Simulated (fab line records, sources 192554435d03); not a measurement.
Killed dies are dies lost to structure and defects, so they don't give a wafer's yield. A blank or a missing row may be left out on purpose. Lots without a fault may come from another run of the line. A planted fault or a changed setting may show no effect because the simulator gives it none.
Split-lot experiment | flow n5_finfet | 7 lots, 21 wafers read, on a route of 1938 steps

THE SPLIT
At N5_BEOL_M8_PECVD_70 (deposits SiO2 from TEOS/O2, target thk 20 nm, time 22.7 s), the setting temp_c was moved away from the recipe's 400 C on 4 of the 21 wafers read, by -2.6% to +1.5%. The other wafers ran this setting at the recipe's value.

The reading is taken at the split's own step.

THE READING
SiO2_of_BEOL_M8_PECVD_70.thk_nm (the simulator's own value, which no gauge read), in nm, at N5_BEOL_M8_PECVD_70 (deposits SiO2 from TEOS/O2, target thk 20 nm, time 22.7 s). The file gives no usual value for it. The 17 wafers here that ran the recipe average 19.9 nm, standard deviation 0.34 nm.

wafer  | tool, chamber at the split | temp_c as run, C | against the recipe | SiO2_of_BEOL_M8_PECVD_70.thk_nm, nm | against lot-mates on the recipe
L079.1 | pecvd-03, 2                | 400              | recipe             | 20.2                                | -
L079.2 | pecvd-03, 0                | 400              | recipe             | 19.8                                | -
L079.5 | pecvd-03, 2                | 400              | recipe             | 20                                  | -
L081.2 | pecvd-02, 0,1              | 400              | recipe             | 19.4                                | -
L081.3 | pecvd-02, 0,1              | 400              | recipe             | 19.4                                | -
L081.6 | pecvd-02, 1                | 400              | recipe             | 19.8                                | -
L083.4 | pecvd-03, 0                | 400              | recipe             | 20                                  | -
L083.5 | pecvd-03, 1                | 400              | recipe             | 20.4                                | -
L083.6 | pecvd-03, 2                | 389.5            | -2.6%              | 21.6                                | +1.4
L089.1 | pecvd-02, 2                | 400              | recipe             | 19.2                                | -
L089.4 | pecvd-02, 0                | 406.1            | +1.5%              | 18.8                                | -0.4
L089.6 | pecvd-02, 2                | 406.1            | +1.5%              | 19                                  | -0.2
L091.1 | pecvd-03, 1                | 400              | recipe             | 19.8                                | -
L091.3 | pecvd-03, 0                | 405.8            | +1.4%              | 18.8                                | -1.1
L091.4 | pecvd-03, 0                | 400              | recipe             | 20                                  | -
L094.1 | pecvd-04, 0,1              | 400              | recipe             | 20.2                                | -
L094.6 | pecvd-04, 0,1              | 400              | recipe             | 20.2                                | -
L094.4 | pecvd-04, 0                | 400              | recipe             | 20.4                                | -
L095.1 | pecvd-03, 1                | 400              | recipe             | 19.8                                | -
L095.3 | pecvd-03, 0                | 400              | recipe             | 19.6                                | -
L095.6 | pecvd-03, 2                | 400              | recipe             | 20                                  | -
Where a row lists several chambers, the file gives one row for several wafers and doesn't say which wafer went through which chamber.

THE FIT
A straight line over all 21 wafers: SiO2_of_BEOL_M8_PECVD_70.thk_nm changes by -0.666 nm for each +1% of temp_c; r = -0.87; the points scatter about the line by 0.32 nm.
The same after taking each lot's own level away (the mean of its wafers on the recipe; 21 wafers): -0.457 nm for each +1%; r = -0.87; scatter 0.22 nm.
On that fit, the largest move of temp_c shifts the reading by 1.2 nm.
The lots' own levels span 19.20 to 20.27 nm, that is 3.2 times the standard deviation above.
So the lot-to-lot level changes the slope: the two fits differ.
Check: with one of the wafers moved furthest among these (-2.6%) left out of the fit, the line predicts +0.971 nm for it against its lot-mates. It came out at +1.4 nm against them.

OTHER SPLITS ON THESE WAFERS
These wafers also went through other splits before the reading. Each is held against what the fit with the lots' levels taken away leaves over:
other split on the same wafers | wafers away from the commonest value | r with SiO2_of_BEOL_M8_PECVD_70.thk_nm (lot level and that fit taken away)
N5_BEOL_M4_EXPOSE_08 dose_mj   | 7                                    | -0.12
N5_BEOL_M4_ETCH_64 bias_w      | 8                                    | -0.08
N5_BEOL_M5_COAT_05 spin_rpm    | 8                                    | +0.16
N5_BEOL_M5_ETCH_72 bias_w      | 4                                    | -0.02
N5_BEOL_M6_DESCUM_33 time_s    | 7                                    | -0.09

THE FILE'S OWN FIT
SiO2_of_BEOL_M8_PECVD_70.thk_nm changes by -0.506 nm for each +1% of temp_c, r = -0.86.
